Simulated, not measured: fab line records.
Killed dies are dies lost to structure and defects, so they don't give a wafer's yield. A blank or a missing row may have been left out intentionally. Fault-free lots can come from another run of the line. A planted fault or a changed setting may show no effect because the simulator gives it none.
Split-lot experiment ; flow n5-finfet ; 21 wafers read across 7 lots, on a route 1938 steps long

## ABOUT THE SPLIT
At N5_BEOL_M8_DESCUM_16 (chemistry O2, time 7.9 s), the setting time-s was moved away from the recipe's 7.9 s on 6 of the 21 wafers read, by -6.2% to +20.5%. This setting was run at the recipe's value on the other wafers.

Between the split and the reading, the file records no step.

## THE READING
CAR-ArF_of_BEOL_M8_COAT_05.thk-nm (the simulator's own value, which no gauge read), in nm, at N5_BEOL_M8_ETCH_61 (etches SiARC in CF4, target depth 45.5 nm, time 75.8 s). There is no usual value for it anywhere in the file. Average 51.1 nm, standard deviation 0.28 nm, over the 15 wafers here run with the recipe.

wafer;tool, chamber at the split;time-s as run, s;against the recipe;CAR-ArF_of_BEOL_M8_COAT_05.thk-nm, nm;against lot-mates on the recipe
L079.3;rie-diel-04, 1;9.163;+16.0%;50.4;-0.9
L079.4;rie-diel-04, 3;7.9;recipe;51.2;-
L079.6;rie-diel-04, 3;7.9;recipe;51.4;-
L081.1;rie-diel-05, 2;9.405;+19.1%;50.2;-1.0
L081.4;rie-diel-05, 2;9.405;+19.1%;50.2;-1.0
L081.2;rie-diel-05, 1;7.9;recipe;51.2;-
L088.1;rie-diel-04, 3,1;7.9;recipe;50.6;-
L088.3;rie-diel-04, 2;7.9;recipe;50.6;-
L088.4;rie-diel-04, 3,1;7.9;recipe;50.8;-
L091.2;rie-diel-05, 3;9.52;+20.5%;50.2;-0.9
L091.3;rie-diel-05, 2;7.9;recipe;51.2;-
L091.5;rie-diel-05, 3;7.9;recipe;51;-
L094.3;rie-diel-05, 2;7.9;recipe;51;-
L094.4;rie-diel-05, 1;7.9;recipe;51.2;-
L094.6;rie-diel-05, 1;7.9;recipe;51.4;-
L096.3;rie-diel-04, 0;7.9;recipe;51.2;-
L096.4;rie-diel-04, 1;7.9;recipe;51.4;-
L096.6;rie-diel-04, 3;7.9;recipe;51;-
L095.2;rie-diel-06, 3;7.41;-6.2%;51.6;+0.0
L095.3;rie-diel-06, 1;7.41;-6.2%;51.2;-0.4
L095.6;rie-diel-06, 2;7.9;recipe;51.6;-
If several chambers appear in one row, that row covers several wafers at once and the file leaves open which wafer was in which chamber.

THE FIT
A straight line over all 21 wafers: CAR-ArF_of_BEOL_M8_COAT_05.thk-nm changes by -0.0465 nm for each +1% of time-s; r = -0.83; the points scatter about the line by 0.26 nm.
The same after taking each lot's own level away (the mean of its wafers on the recipe; 21 wafers): -0.0433 nm for each +1%; r = -0.87; scatter 0.2 nm.
On that fit, the largest move of time-s shifts the reading by 0.89 nm.
The span of the lots' own levels, 50.67 to 51.60 nm, comes to 3.3 times the standard deviation stated above.
Hence the lot-to-lot level has little effect on the slope; both slopes agree.
Check: with one of the wafers moved furthest among these (+20.5%) left out of the fit, the line predicts -0.983 nm for it against its lot-mates. It came out at -0.9 nm against them.

## THE OTHER SPLITS THESE WAFERS WENT THROUGH
These wafers also went through other splits before the reading. Each is held against what the fit with the lots' levels taken away leaves over:
other split on the same wafers;wafers away from the commonest value;r with CAR-ArF_of_BEOL_M8_COAT_05.thk-nm (lot level and that fit taken away)
N5_BEOL_M5_EXPOSE_25 dose-mj;7;+0.01
N5_BEOL_M7_PECVD_70 time-s;5;+0.03
N5_BEOL_M7_ETCH_66 bias-w;8;+0.33
N5_BEOL_M8_PEB_09 peb-time-s;8;-0.33

## THE WHOLE CHAIN: every reading that the file lists as answering this split, in the file's order
step;what it does;reading;change (the file's fit);r (the file's)
N5_BEOL_M8_DESCUM_16;chemistry O2, time 7.9 s;CAR-ArF_of_BEOL_M8_COAT_05.thk-nm (the simulator's own value, which no gauge read);-0.0481 nm for each +1% of the setting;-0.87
N5_BEOL_M8_ETCH_61;etches SiARC in CF4, target depth 45.5 nm, time 75.8 s;CAR-ArF_of_BEOL_M8_COAT_05.thk-nm (the simulator's own value, which no gauge read);-0.047 nm for each +1% of the setting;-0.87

## THE FILE'S OWN FIT
CAR-ArF_of_BEOL_M8_COAT_05.thk-nm changes by -0.047 nm for each +1% of time-s, r = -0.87.
